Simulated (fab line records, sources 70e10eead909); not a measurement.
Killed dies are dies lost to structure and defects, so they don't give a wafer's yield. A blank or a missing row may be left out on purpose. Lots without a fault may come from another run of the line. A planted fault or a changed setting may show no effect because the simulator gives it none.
fab line records | flow nand_harc | part 2 of 2: steps 5 to 6 of 6
record lots=22 wafers=66 last_day=33
route steps=1302 shown A_STAIRCASE@736
lots that met no fault: from a run of the same line without faults
start_h: hours from the record's first day to the start of the lot's first wafer shown | wait_h: hours since the lot's step before | " the same as in the row above | L1.1+2: a row that stands for several wafers | - no value, or no start given | * or withheld: withheld | < > ~ a bound
route shown NAME@n: a module of which the file shows steps, and the number in the route of the first | usual: mean/standard deviation of fault-free wafers | same: alike in all rows | chamber/n: place in a boat | sites: the reading at each site | _std_site: their standard deviation | _edge_site: outer sites' mean less inner sites' | radius_mm: how far each site lies from the wafer's centre | mask NAME#n: copy n | behind: the tool/chamber that last shaped the wafer | hold: why the lot was held/for how many hours/how that ended | device: the transistor (n, p or np) that didn't switch | end of line: the same wafers' tests at the end of the route | a step without rows: its recipe alone | killed: dies lost to structure and defects at the first sort, not the wafer's yield | map: a wafer's dies, x killed, . not, _ none there
set.NAME: the setting as run; set.NAME@STEP: as run at that earlier step | model.NAME: the simulator's own value behind a step, which no gauge read
steps of the route over a sample of lots; a table a step, a row a wafer
services: from which hour (start_h, from the record's first day; less than 0 if before it) a tool's chamber was out of use, for how many hours, and why
## steps
# step NHARC_A_STAIRCASE_STRIP_254
# recipe power_w=1500 temp_c=250 chemistry=O2
# usual drypump_motor_current_A=5.90/0.29 heater_power_w=339/19
# columns lot.wafer tool chamber start_h wait_h drypump_motor_current_A heater_power_w rf_hours_counter_h
L074.1 plasma_asher-02 0 367.52 - 6.33 338 24
L074.2 " 1 " " 5.81 350 24
L074.3 " 0 " " 6.31 340 -
L076.2 plasma_asher-01 1 382.04 - 5.75 352 5
L076.3 " 0 " " 5.54 305 -
L076.6 " 0 " " 5.55 308 -
L075.2 plasma_asher-02 0 383.78 - 6.32 337 26
L075.4 " 1 " " 5.83 355 -
L075.6 " 0 " " 6.29 337 -
L077.4 plasma_asher-01 1 400.86 - 5.77 346 -
L077.6 " 0 " " 5.55 308 -
L077.5 " 1 " " 5.75 349 -
L078.4 plasma_asher-02 1 401.88 - 5.83 344 -
L078.3 " 0 " " 6.32 339 -
L078.6 " 0 " " 6.34 348 -
L079.1 plasma_asher-02 1 411.91 - 5.84 356 33
L079.4 " 1 " " 5.85 347 -
L079.5 " 1 " " 5.84 353 -
L080.3 plasma_asher-02 1 414.39 - 5.84 357 -
L080.4 " 0 " " 6.33 334 -
L080.5 " 0 " " 6.33 337 -
L081.2 plasma_asher-01 1 433.78 - 5.74 343 16
L081.3 " 0 " " 5.56 309 -
L081.5 " 1 " " 5.75 344 -
L082.2 plasma_asher-02 0 455.23 - 6.33 349 4
L082.4 " 1 " " 5.84 352 -
L082.5 " 0 " " 6.33 352 -
L083.1 plasma_asher-02 1 455.51 - 5.86 344 4
L083.6 " 1 " " 5.86 355 -
L083.5 " 0 " " 6.33 345 -
L084.1 plasma_asher-02 0 459.91 - 6.32 342 5
L084.3 " 1 " " 5.82 346 -
L084.6 " 0 " " 6.34 340 -
L085.3 plasma_asher-02 1 472.21 - 5.81 343 -
L085.4 " 0 " " 6.31 345 -
L085.6 " 0 " " 6.33 350 -
L087.1 plasma_asher-02 1 485.74 - 5.82 349 11
L087.4 " 1 " " 5.84 339 -
L087.3 " 0 " " 6.31 348 -
L086.4 plasma_asher-01 0 487.85 - 5.55 308 -
L086.5 " 1 " " 5.75 350 -
L086.6 " 0 " " 5.54 309 -
L088.2 plasma_asher-01 1 507.62 - 5.77 360 32
L088.4 " 0 " " 5.56 307 -
L088.5 " 1 " " 5.72 347 -
L090.1 plasma_asher-01 1 529.93 - 5.78 356 0
L090.4 " 1 " " 5.75 367 -
L090.3 " 0 " " 5.55 297 -
L091.2 plasma_asher-02 0 535.29 - 6.33 345 23
L091.3 " 0 " " 6.32 347 -
L091.5 " 0 " " 6.32 347 -
L092.1 plasma_asher-01 1 558.17 - 5.77 359 5
L092.2 " 0 " " 5.52 308 5
L092.4 " 1 " " 5.77 368 -
L094.2 plasma_asher-01 1 561.60 - 5.75 355 7
L094.4 " 0 " " 5.54 304 -
L094.6 " 1 " " 5.76 360 -
L093.1 plasma_asher-02 0 562.39 - 6.29 337 30
L093.3 " 1 " " 5.83 344 -
L093.5 " 0 " " 6.32 339 -
L097.2 plasma_asher-02 0 587.83 - 6.36 343 35
L097.3 " 0 " " 6.34 344 -
L097.4 " 1 " " 5.82 352 -
L096.4 plasma_asher-02 0 589.25 - 6.29 342 -
L096.6 " 0 " " 6.33 351 -
L096.5 " 1 " " 5.82 351 -
# step NHARC_A_STAIRCASE_HM_OPEN_457
# recipe o2_flow_sccm=400 cos_flow_sccm=20 ar_flow_sccm=0 rf_w=500 bias_w=300 chemistry=O2/COS
# usual drypump_motor_current_A=5.6/0.61 oes_product_au=0.999/0.01 rf_fwd_power_W=498.7/1.6 rf_vpp_V=467.7/2.9 showerhead_plenum_p_Torr=3.14/0.13 throttle_valve_pct=28.329/0.0092
# columns lot.wafer tool chamber start_h wait_h drypump_motor_current_A oes_product_au rf_fwd_power_W rf_hours_counter_h rf_vpp_V showerhead_plenum_p_Torr throttle_valve_pct
L074.3 rie_diel-09 3 - - 4.7 1.021 498.1 20 467.0 3.14 28.324
L074.1 " 0 " " 6.1 1.003 499.5 19 471.2 3.31 28.317
L074.2 " 2 " " 5.0 0.986 499.7 22 462.6 2.90 28.344
L076.3 rie_diel-02 0 - - 6.7 0.999 498.9 45 470.2 3.33 28.326
L076.2 " 2 " " 5.7 0.990 499.1 48 468.6 3.18 28.325
L076.6 " 0 " " 6.7 1.000 498.6 - 471.9 3.33 28.321
L075.2 rie_diel-08 0 - - 5.5 1.009 498.5 3 464.7 3.02 28.329
L075.4 " 2 " " 5.6 1.010 499.2 2 468.0 3.10 28.329
L075.6 " 1 " " 5.6 0.998 496.8 - 471.9 3.34 28.329
L077.4 rie_diel-09 3 - - 4.7 1.013 498.6 31 467.2 3.13 28.340
L077.5 " 3 " " 4.7 1.011 498.2 - 468.5 3.13 28.320
L077.6 " 0 " " 6.1 0.997 498.2 - 471.0 3.30 28.321
L078.3 rie_diel-08 3 - - 4.8 1.001 499.1 11 466.7 3.10 28.318
L078.4 " 0 " " 5.5 0.988 497.8 - 464.5 3.01 28.323
L078.6 " 2 " " 5.6 0.995 497.2 - 467.3 3.10 28.329
L079.4 rie_diel-08 1 - - 5.6 0.989 500.4 11 472.4 3.34 28.329
L079.1 " 2 " " 5.5 1.013 499.5 13 466.3 3.10 28.312
L079.5 " 0 " " 5.6 0.996 497.1 - 465.0 3.01 28.340
L080.3 rie_diel-02 2 - - 5.7 1.001 500.8 4 467.9 3.18 28.330
L080.4 " 0 " " 6.7 1.024 497.8 4 471.9 3.32 28.320
L080.5 " 2 " " 5.7 0.992 498.6 - 468.4 3.18 28.327
L081.3 rie_diel-08 1 - - 5.6 0.996 502.8 19 472.3 3.34 28.338
L081.2 " 2 " " 5.6 1.009 498.8 22 466.5 3.09 28.335
L081.5 " 0 " " 5.6 1.001 497.0 - 464.6 3.01 28.325
L082.4 rie_diel-09 0 - - 6.1 0.998 499.5 51 471.2 3.29 28.334
L082.2 " 1 " " 6.2 0.989 496.9 52 465.1 3.08 28.333
L082.5 " 1 " " 6.3 0.998 497.2 - 466.1 3.08 28.338
L083.1 rie_diel-02 3 - - 4.9 0.998 501.0 23 463.2 2.98 28.328
L083.6 " 3 " " 4.9 1.001 502.2 - 464.6 2.98 28.331
L083.5 " 0 " " 6.7 1.018 498.2 - 470.7 3.31 28.344
L084.3 rie_diel-08 2 - - 5.6 0.992 497.7 27 466.8 3.09 28.322
L084.1 " 1 " " 5.7 0.996 499.4 25 471.1 3.33 28.330
L084.6 " 2 " " 5.6 1.008 500.5 - 467.2 3.09 28.320
L085.3 rie_diel-02 1 - - 6.3 0.993 499.4 27 468.6 3.17 28.330
L085.4 " 3 " " 5.0 0.997 497.7 28 464.7 2.98 28.342
L085.6 " 2 " " 5.7 0.993 502.9 - 469.1 3.17 28.336
L087.3 rie_diel-08 1 - - 5.6 1.003 497.6 35 472.2 3.33 28.327
L087.1 " 2 " " 5.6 1.003 499.0 35 466.6 3.08 28.318
L087.4 " 3 " " 4.9 1.000 499.3 37 464.9 3.09 28.324
L086.4 rie_diel-02 0 - - 6.8 1.011 497.1 31 472.3 3.31 28.325
L086.6 " 2 " " 5.7 0.988 495.7 - 467.9 3.17 28.327
L086.5 " 3 " " 4.9 0.990 496.3 - 463.5 2.98 28.312
L088.2 rie_diel-09 3 - - 4.7 1.001 498.5 0 466.5 3.12 28.324
L088.4 " 0 " " 6.1 0.982 499.8 0 471.1 3.29 28.343
L088.5 " 0 " " 6.1 0.980 500.0 - 470.4 3.29 28.333
L090.3 rie_diel-08 1 - - 5.6 1.000 498.7 52 472.1 3.32 28.327
L090.1 " 3 " " 4.9 1.006 497.9 51 466.8 3.08 28.327
L090.4 " 0 " " 5.6 1.001 499.8 53 465.6 2.99 28.331
L091.3 rie_diel-09 3 - - 4.7 1.003 499.1 10 465.3 3.11 28.328
L091.2 " 0 " " 6.1 0.986 500.0 9 471.3 3.28 28.326
L091.5 " 3 " " 4.7 1.009 498.0 - 466.5 3.11 28.339
L092.2 rie_diel-08 0 - - 5.5 1.021 501.5 2 463.9 2.99 28.315
L092.1 " 3 " " 4.8 1.009 499.1 3 465.2 3.08 28.342
L092.4 " 3 " " 4.9 1.012 498.3 - 466.5 3.08 28.322
L094.2 rie_diel-02 3 - - 4.9 1.001 498.7 60 463.4 2.97 28.327
L094.4 " 0 " " 6.7 1.004 498.1 59 470.8 3.30 28.328
L094.6 " 3 " " 4.9 1.005 497.0 - 464.1 2.97 28.321
L093.3 rie_diel-02 3 - - 4.9 0.993 498.7 61 463.2 2.97 28.331
L093.1 " 0 " " 6.7 1.009 494.7 59 470.7 3.30 28.339
L093.5 " 3 " " 5.0 0.986 499.3 - 463.6 2.97 28.307
L097.3 rie_diel-02 2 - - 5.7 1.006 498.5 3 468.9 3.15 28.340
L097.4 " 3 " " 4.9 0.989 497.5 3 464.0 2.96 28.335
L097.2 " 1 " " 6.3 0.985 498.2 3 468.5 3.15 28.334
L096.4 rie_diel-08 0 - - 5.5 0.997 499.4 12 464.0 2.98 28.332
L096.6 " 1 " " 5.6 1.004 497.0 - 470.4 3.32 28.325
L096.5 " 2 " " 5.6 1.002 500.2 - 467.4 3.07 28.327
## services
# columns tool chamber start_h hours kind
plasma_asher-01 - 342.01 9.0 pm
rie_diel-08 0 347.87 - clean
rie_diel-08 1 347.87 - clean
rie_diel-08 2 347.87 - clean
rie_diel-08 3 347.87 - clean
rie_diel-08 - 367.84 9.0 pm
rie_diel-08 0 367.84 9.0 vent_cycle
rie_diel-08 2 379.29 7.0 repair
rie_diel-02 - 393.86 9.0 pm
plasma_asher-02 - 396.34 1.8 repair
rie_diel-08 1 401.22 6.6 repair
plasma_asher-02 - 426.00 9.0 pm
rie_diel-02 - 442.16 0.3 repair
rie_diel-09 3 451.33 8.9 repair
rie_diel-02 2 455.77 5.2 repair
rie_diel-08 0 465.72 2.6 repair
rie_diel-09 - 497.17 9.0 pm
plasma_asher-01 - 512.27 3.6 repair
plasma_asher-01 - 519.01 9.0 pm
rie_diel-09 1 539.60 45.0 repair
rie_diel-08 - 544.89 9.0 pm
rie_diel-08 - 569.67 0.4 repair
rie_diel-02 - 570.88 9.0 pm
rie_diel-09 0 589.90 6.2 repair
